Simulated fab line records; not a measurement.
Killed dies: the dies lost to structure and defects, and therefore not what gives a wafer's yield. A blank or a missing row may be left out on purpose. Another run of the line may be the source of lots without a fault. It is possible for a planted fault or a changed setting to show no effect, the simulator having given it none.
Which tool was responsible?	flow nand-harc	Sampling: 24 lots, 72 wafers, 5 of 1302 route steps

WHAT EACH GAUGE READ, for each wafer
NHARC_A_M1_OVL_MEAS_10: pitch 240 nm.
lot	measured	on	overlay-x-nm (nm)	overlay-y-nm (nm)
L074	day 23 04:21	overlay-02	0.0 0.0 0.0	1.4 1.0 0.1
L076	day 23 12:09	overlay-02	0.6 -0.2 0.6	-0.5 -0.5 -0.4
L075	day 23 15:22	overlay-02	-1.1 -1.7 -0.7	0.4 0.3 1.0
L077	day 23 22:22	overlay-02	0.8 0.4 0.8	0.7 0.0 0.0
L079	day 24 09:47	overlay-02	2.5 2.2 2.0	2.0 1.9 2.3
L078	day 24 23:06	overlay-02	-0.7 -0.4 -0.3	-1.8 -1.7 -1.3
L080	day 25 05:02	overlay-02	-0.5 -1.0 -0.2	0.8 1.4 0.8
L081	day 25 05:56	overlay-02	0.1 -0.3 0.2	-1.4 -1.9 -1.3
L083	day 27 04:47	overlay-01	-0.6 -0.5 -1.0	-1.4 -1.5 -1.5
L084	day 27 11:57	overlay-01	0.1 0.5 -0.1	-0.9 -0.7 -0.8
L082	day 27 14:49	overlay-02	-0.5 -0.6 -1.0	-0.6 -0.5 -0.4
L085	day 27 15:25	overlay-01	-1.1 -0.8 -1.5	0.8 1.0 0.5
L088	day 28 06:07	overlay-02	-1.9 -1.6 -2.2	1.2 1.2 1.4
L086	day 28 07:43	overlay-02	-0.1 0.1 0.2	-1.5 -1.2 -1.6
L089	day 28 21:59	overlay-01	-0.5 -0.4 -0.1	1.5 0.6 0.4
L090	day 30 04:01	overlay-02	-1.1 0.0 -0.8	0.6 0.3 -0.1
L091	day 30 08:47	overlay-02	0.0 -0.7 -0.6	-0.9 -1.0 -1.2
L087	day 30 12:31	overlay-01	-1.5 -1.0 -1.6	0.1 1.1 0.7
L092	day 30 19:52	overlay-02	0.9 0.8 0.6	-0.6 -0.6 -0.5
L096	day 31 10:34	overlay-02	0.0 -0.5 -0.2	-1.9 -1.8 -1.9
L094	day 31 13:17	overlay-02	0.1 0.1 0.0	0.8 0.9 1.3
L095	day 31 20:03	overlay-02	-1.8 -1.8 -0.7	-1.6 -1.1 -1.1
L093	day 32 05:25	overlay-02	-0.7 -0.8 -0.2	2.6 2.6 2.1
L097	day 32 10:11	overlay-02	-2.3 -2.1 -2.9	1.4 2.1 0.7

NHARC_A_M1_INSPECT_11.
lot	measured	on	raw-defect-count
L074	day 23 04:23	defect-inspect-01	118 144 143
L076	day 23 12:11	defect-inspect-01	128 154 149
L075	day 23 15:24	defect-inspect-02	126 106 114
L077	day 23 22:25	defect-inspect-02	18 25 14
L079	day 24 09:50	defect-inspect-01	93 102 96
L078	day 24 23:08	defect-inspect-02	95 92 111
L080	day 25 05:05	defect-inspect-02	29 28 22
L081	day 25 05:58	defect-inspect-02	27 36 28
L083	day 27 04:49	defect-inspect-02	87 83 88
L084	day 27 11:59	defect-inspect-02	47 37 37
L082	day 27 14:50	defect-inspect-01	68 66 67
L085	day 27 15:27	defect-inspect-01	103 91 117
L088	day 28 06:09	defect-inspect-02	54 49 39
L086	day 28 07:45	defect-inspect-02	138 104 115
L089	day 28 22:02	defect-inspect-02	39 46 45
L090	day 30 04:04	defect-inspect-01	56 46 43
L091	day 30 08:49	defect-inspect-01	80 93 69
L087	day 30 12:33	defect-inspect-02	50 72 60
L092	day 30 19:54	defect-inspect-02	90 75 86
L096	day 31 10:37	defect-inspect-01	30 30 26
L094	day 31 13:20	defect-inspect-01	120 119 109
L095	day 31 20:05	defect-inspect-01	71 81 75
L093	day 32 08:14	defect-inspect-01	71 79 54
L097	day 32 10:13	defect-inspect-01	72 90 65

WHICH TOOL RAN EACH LOT (tool, then ch and the chambers of the sampled wafers, then the start)
lot	NHARC_A_CONTACT_ETCH_136	NHARC_A_CONTACT_CMP_20	NHARC_A_M0_PRE_CLEAN_29
L074	har-cap-etch-02 ch 0,1, day 22 15:28	cmp-02 ch 1,2,3, day 22 19:32	pvd-sputter-01, day 23 04:21 or earlier
L076	har-cap-etch-01 ch 0,1, day 22 23:26	cmp-04 ch 0,1,3, day 23 03:04	pvd-sputter-01, day 23 12:09 or earlier
L075	har-cap-etch-01 ch 0,1, day 23 02:31	cmp-04 ch 0,1,3, day 23 06:12	pvd-sputter-01, day 23 15:22 or earlier
L077	har-cap-etch-03 ch 0,1, day 23 08:35	cmp-01 ch 1,2, day 23 13:02	pvd-sputter-01, day 23 22:22 or earlier
L079	har-cap-etch-02 ch 0,1, day 23 21:13	cmp-04 ch 0,1,3, day 24 00:52	pvd-sputter-03, day 24 09:47 or earlier
L078	har-cap-etch-03 ch 0,1, day 24 10:24	cmp-02 ch 0,3, day 24 14:02	pvd-sputter-01, day 24 23:06 or earlier
L080	har-cap-etch-01 ch 0, day 24 14:53	cmp-02 ch 2,3, day 24 20:03	pvd-sputter-03, day 25 05:02 or earlier
L081	har-cap-etch-02 ch 1, day 24 16:47	cmp-01 ch 1,2,3, day 24 20:25	pvd-sputter-02, day 25 05:56 or earlier
L083	har-cap-etch-02 ch 1, day 26 15:28	cmp-02 ch 0,2, day 26 19:47	pvd-sputter-01, day 27 04:47 or earlier
L084	har-cap-etch-02 ch 0,1, day 26 23:15	cmp-04 ch 1,2,3, day 27 03:03	pvd-sputter-02, day 27 11:57 or earlier
L082	har-cap-etch-03 ch 0,1, day 27 00:56	cmp-02 ch 1,2,3, day 27 04:52	pvd-sputter-03, day 27 14:49 or earlier
L085	har-cap-etch-01 ch 0,1, day 27 02:40	cmp-04 ch 0,1,2, day 27 06:19	pvd-sputter-02, day 27 15:25 or earlier
L088	har-cap-etch-02 ch 1, day 27 15:40	cmp-02 ch 1,2,3, day 27 21:07	pvd-sputter-02, day 28 06:07 or earlier
L086	har-cap-etch-03 ch 0,1, day 27 17:55	cmp-01 ch 1,3, day 27 22:10	pvd-sputter-03, day 28 07:43 or earlier
L089	har-cap-etch-01 ch 0,1, day 28 08:01	cmp-02 ch 0,3, day 28 11:44	pvd-sputter-01, day 28 21:59 or earlier
L090	har-cap-etch-02 ch 0,1, day 29 15:16	cmp-04 ch 0,2, day 29 18:54	pvd-sputter-03, day 30 04:01 or earlier
L091	har-cap-etch-01 ch 0,1, day 29 19:39	cmp-02 ch 0,1,3, day 29 23:56	pvd-sputter-01, day 30 08:47 or earlier
L087	har-cap-etch-03 ch 0,1, day 29 23:32	cmp-01 ch 0,1,2, day 30 03:38	pvd-sputter-02, day 30 12:31 or earlier
L092	har-cap-etch-03 ch 0,1, day 30 06:26	cmp-04 ch 0,2,3, day 30 10:50	pvd-sputter-02, day 30 19:52 or earlier
L096	har-cap-etch-01 ch 0,1, day 30 21:49	cmp-01 ch 0,2, day 31 01:31	pvd-sputter-03, day 31 10:34 or earlier
L094	har-cap-etch-01 ch 0,1, day 31 00:48	cmp-01 ch 0,1,2, day 31 04:25	pvd-sputter-02, day 31 13:17 or earlier
L095	har-cap-etch-03 ch 0,1, day 31 06:23	cmp-01 ch 0,1,3, day 31 09:58	pvd-sputter-01, day 31 20:03 or earlier
L093	har-cap-etch-03 ch 0,1, day 31 16:20	cmp-04 ch 1,2,3, day 31 20:12	pvd-sputter-03, day 32 05:25 or earlier
L097	har-cap-etch-01 ch 0,1, day 31 19:55	cmp-01 ch 0,2,3, day 31 23:56	pvd-sputter-03, day 32 10:11 or earlier
- NHARC_A_CONTACT_ETCH_136: etches the open film in C4F8/O2/Ar, time 311 s, target depth 1912 nm.
- NHARC_A_CONTACT_CMP_20: polishes, t overpolish 30 s, target thk 300 nm.
- NHARC_A_M0_PRE_CLEAN_29: time 30 s.

WHAT THE TOOLS THEMSELVES READ (means of the sampled wafers that have a number; where no wafer has one, the mark that the record gives instead)
NHARC_A_CONTACT_CMP_20.
lot	tool	motor-current-A (A)	overpolish-run-s (s)	time-to-endpoint-s (s)
L074	cmp-02	12.2	29.996	60.2
L076	cmp-04	14.0	30.007	61.0
L075	cmp-04	13.9	30.002	62.0
L077	cmp-01	13.8	30.010	63.7
L079	cmp-04	13.7	29.998	62.2
L078	cmp-02	11.3	29.995	59.5
L080	cmp-02	12.0	30.002	58.9
L081	cmp-01	12.6	30.005	63.6
L083	cmp-02	12.0	30.003	56.1
L084	cmp-04	12.8	29.995	53.3
L082	cmp-02	12.0	30.001	64.8
L085	cmp-04	13.5	30.003	58.4
L088	cmp-02	12.2	29.993	57.5
L086	cmp-01	13.9	30.008	56.8
L089	cmp-02	11.7	29.991	59.3
L090	cmp-04	13.7	30.005	58.1
L091	cmp-02	11.3	30.002	57.3
L087	cmp-01	12.8	29.997	59.5
L092	cmp-04	13.5	30.001	60.6
L096	cmp-01	12.0	29.995	58.6
L094	cmp-01	12.9	30.001	57.3
L095	cmp-01	12.2	30.006	59.6
L093	cmp-04	13.2	30.006	55.9
L097	cmp-01	11.5	29.998	59.3

NHARC_A_M0_PRE_CLEAN_29.
lot	tool	heater-power-w (W)
L074	pvd-sputter-01	456
L076	pvd-sputter-01	444
L075	pvd-sputter-01	454
L077	pvd-sputter-01	442
L079	pvd-sputter-03	379
L078	pvd-sputter-01	449
L080	pvd-sputter-03	409
L081	pvd-sputter-02	431
L083	pvd-sputter-01	454
L084	pvd-sputter-02	433
L082	pvd-sputter-03	374
L085	pvd-sputter-02	435
L088	pvd-sputter-02	433
L086	pvd-sputter-03	351
L089	pvd-sputter-01	429
L090	pvd-sputter-03	380
L091	pvd-sputter-01	468
L087	pvd-sputter-02	438
L092	pvd-sputter-02	398
L096	pvd-sputter-03	383
L094	pvd-sputter-02	401
L095	pvd-sputter-01	445
L093	pvd-sputter-03	390
L097	pvd-sputter-03	361

THE ANSWER, worked out from the rows above alone
Rule: usual is defined by the lots themselves. Put in order of their means at a reading, lots are off if they are a third of the lots or fewer, leave a main group of 4 or more, and stand apart from it by a gap of 3 or more times the standard deviation of the main group's means; of several such gaps the widest counts. If all means in a main group match to the digits the tables above print for the reading, that group is not used. A lot without any number at a reading at which 4 lots or more have one is off too. All remaining lots with rows at the step are treated as sound. Order of review: gauges by route order, followed by the tools' own readings, for which a lot's mean as printed above is used. At the first step where some lot is off, the reading lying furthest off is the one used; lots without a number count as furthest.
Nothing can be told from this: no lot is off at any reading shown.

WHAT THE SIMULATOR HAD INSERTED
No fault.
